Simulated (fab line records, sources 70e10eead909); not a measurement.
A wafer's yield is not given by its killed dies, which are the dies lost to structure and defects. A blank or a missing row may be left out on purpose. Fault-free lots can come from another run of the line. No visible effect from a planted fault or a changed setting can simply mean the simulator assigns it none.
Which tool is to blame? | flow nand harc | 12 lots with 35 wafers sampled at 5 steps, on a route of 1159 steps

## WHAT THE GAUGES READ, wafer by wafer
NHARC_A_BONDPAD_CD_MEAS_09: target cd 500 nm. Usual: 501.1 nm for cd nm, sd 2.4.
lot  | measured     | on        | cd nm (nm)        | flag
L642 | day 17 16:50 | cd sem-02 | 505.3 504.8 501.4 |
L644 | day 18 04:04 | cd sem-02 | 499.1 503.0 500.1 |
L643 | day 18 03:11 | cd sem-03 | 498.9 503.1 501.0 |
L647 | day 18 11:11 | cd sem-03 | 503.4 501.6 501.7 |
L645 | day 18 13:12 | cd sem-03 | 502.3 501.6 498.9 |
L646 | day 19 06:09 | cd sem-03 | 496.5 503.3 498.2 |
L648 | day 19 14:04 | cd sem-01 | 502.6 504.2 503.1 |
L650 | day 19 10:43 | cd sem-01 | 499.0 499.0 497.4 |
L652 | day 20 02:58 | cd sem-03 | 499.4 499.1 499.4 |
L649 | day 20 02:14 | cd sem-03 | 498.0 499.5 503.2 |
L658 | day 22 06:32 | cd sem-02 | 502.8             |
L665 | day 23 17:00 | cd sem-02 | 503.3 504.5 504.6 |

NHARC_THIN_TSV_CD_MEAS_33: target cd 5000 nm. Usual: 5001.4 nm for cd nm, sd 2.8.
lot  | measured     | on        | cd nm (nm)           | flag
L642 | day 18 14:42 | cd sem-03 | 5001.1 4998.9 4997.4 |
L644 | day 19 05:15 | cd sem-02 | 5002.6 5002.9 5006.8 |
L643 | day 19 06:31 | cd sem-03 | 5001.2 5002.4 5004.2 |
L647 | day 19 07:45 | cd sem-02 | 5000.2 4998.4 4998.3 |
L645 | day 19 14:03 | cd sem-02 | 5004.3 5000.1 5000.3 |
L646 | day 20 06:16 | cd sem-01 | 5005.1 5001.2 5001.2 |
L648 | day 20 13:45 | cd sem-03 | 5001.6 5003.2 5004.4 |
L650 | day 20 06:55 | cd sem-01 | 4995.3 4997.0 4995.8 |
L652 | day 21 01:20 | cd sem-01 | 5000.3 5001.2 5000.7 |
L649 | day 21 02:29 | cd sem-03 | 5008.4 4999.8 5001.8 |
L658 | day 23 04:29 | cd sem-02 | 5000.3               |
L665 | day 24 13:39 | cd sem-01 | 5000.7 5001.4 4995.3 |

NHARC_END_SORT_01. Usual: killed at array 25, standard deviation 7.8; killed at other 0.6, standard deviation 0.81; killed at periphery 3.3, standard deviation 2.2; killed dies 29, standard deviation 8.2; killed open 3.5, standard deviation 1.9; killed short 1.8, standard deviation 1.3.
lot  | measured     | on        | killed at array | killed at other | killed at periphery | killed dies | killed open | killed short | flag
L658 | day 23 19:43 | prober-01 | 29 675          | 1 1             | 3 1                 | 33 677      | 6 1         | 0 0          | OFF

## EACH LOT AND THE TOOL THAT RAN IT (in order: tool; ch and the chambers of the sampled wafers; start)
lot  | NHARC_A_SGD_CUT_DEP_00          | NHARC_THIN_TSV_ETCH_59
L642 | pecvd-03 ch 0,1,2, day 13 03:29 | rie metal-03 ch 0,1, day 18 14:59
L644 | pecvd-04 ch 1,2, day 14 06:19   | rie metal-03 ch 0,1, day 19 05:32
L643 | pecvd-04 ch 1,2, day 14 06:40   | rie metal-02 ch 0, day 19 06:50
L647 | pecvd-04 ch 0,1,2, day 14 15:09 | rie metal-01 ch 0,1, day 19 08:05
L645 | pecvd-04 ch 1,2, day 14 15:21   | rie metal-01 ch 0,1, day 19 14:20
L646 | pecvd-03 ch 0,1,2, day 14 21:52 | rie metal-03 ch 0,1, day 20 06:34
L648 | pecvd-01 ch 1,2, day 15 09:40   | rie metal-02 ch 0,1, day 20 14:02
L650 | pecvd-03 ch 0,1,2, day 15 09:58 | rie metal-02 ch 0,1, day 20 07:16
L652 | pecvd-01 ch 0,1,2, day 16 02:35 | rie metal-01 ch 0,1, day 21 01:37
L649 | pecvd-01 ch 0,2, day 16 02:53   | rie metal-03 ch 0,1, day 21 02:49
L658 | pecvd-01 ch 1, day 17 21:49     | rie metal-03 ch 0, day 23 04:49
L665 | pecvd-04 ch 0,2, day 19 11:50   | rie metal-03 ch 0,1, day 24 14:01
- NHARC_A_SGD_CUT_DEP_00: deposits SiNx, target thk 50 nm.
- NHARC_THIN_TSV_ETCH_59: etches the open film in Cl2/BCl3, target depth 880 nm, time 138.1 s.

## WHAT THE TOOLS THEMSELVES READ (means of the sampled wafers that have a number; where no wafer has one, the mark that the record gives instead)
NHARC_A_SGD_CUT_DEP_00. Usual: 650 W for heater power w, sd 120.
lot  | tool     | heater power w (W) | flag
L642 | pecvd-03 | 666                |
L644 | pecvd-04 | 692                |
L643 | pecvd-04 | 816                |
L647 | pecvd-04 | 757                |
L645 | pecvd-04 | 748                |
L646 | pecvd-03 | 654                |
L648 | pecvd-01 | 591                |
L650 | pecvd-03 | 637                |
L652 | pecvd-01 | 615                |
L649 | pecvd-01 | 574                |
L658 | pecvd-01 | 659                |
L665 | pecvd-04 | 677                |

NHARC_THIN_TSV_ETCH_59. Usual: drypump motor current A 5.3 A, standard deviation 0.43; oes product au 1.001 a.u., standard deviation 0.015; throttle valve pct 22.264 %, standard deviation 0.009.
lot  | tool         | drypump motor current A (A) | oes product au (a.u.) | throttle valve pct (%) | flag
L642 | rie metal-03 | 5.6                         | 0.977                 | 22.265                 |
L644 | rie metal-03 | 5.6                         | 0.994                 | 22.264                 |
L643 | rie metal-02 | 5.1                         | 1.009                 | 22.264                 |
L647 | rie metal-01 | 5.5                         | 0.995                 | 22.261                 |
L645 | rie metal-01 | 5.6                         | 0.993                 | 22.258                 |
L646 | rie metal-03 | 5.6                         | 0.994                 | 22.258                 |
L648 | rie metal-02 | 5.2                         | 1.029                 | 22.264                 |
L650 | rie metal-02 | 5.2                         | 1.013                 | 22.251                 |
L652 | rie metal-01 | 5.3                         | 0.999                 | 22.272                 |
L649 | rie metal-03 | 5.1                         | 0.994                 | 22.269                 |
L658 | rie metal-03 | 4.7                         | 0.988                 | 22.260                 |
L665 | rie metal-03 | 5.1                         | 0.979                 | 22.261                 |

## THE ANSWER, worked out from the rows above alone
Rule: take the mean of a lot's wafers that have a number; if it is more than 3 standard deviations from the usual mean, the lot is off. Also off: a lot with no number at a reading for which 4 or more lots have one. Where the step has rows for the other lots, those lots are counted as sound. The gauges are gone through in route order, then the tools' own readings, and for those a lot's mean is taken as printed above. The first step at which some lot is off is used, and at that step the reading that is off furthest; a lot without a number counts as furthest.
Off: L658, at NHARC_END_SORT_01 (killed at array). Neither off nor sound, because the step has no rows for them: L642, L644, L643, L647, L645, L646, L648, L650, L652, L649, L665.
A tool fits if, at a process step before that reading, it ran every lot that is off, and no sound lot after the first of them. Gauges at NHARC_END_SORT_01: tried the same way as those tools. Can't be told from this: 3 tools fit, pecvd-01 at NHARC_A_SGD_CUT_DEP_00, rie metal-03 at NHARC_THIN_TSV_ETCH_59, prober-01 at NHARC_END_SORT_01.

## WHAT THE SIMULATOR HAD PUT IN
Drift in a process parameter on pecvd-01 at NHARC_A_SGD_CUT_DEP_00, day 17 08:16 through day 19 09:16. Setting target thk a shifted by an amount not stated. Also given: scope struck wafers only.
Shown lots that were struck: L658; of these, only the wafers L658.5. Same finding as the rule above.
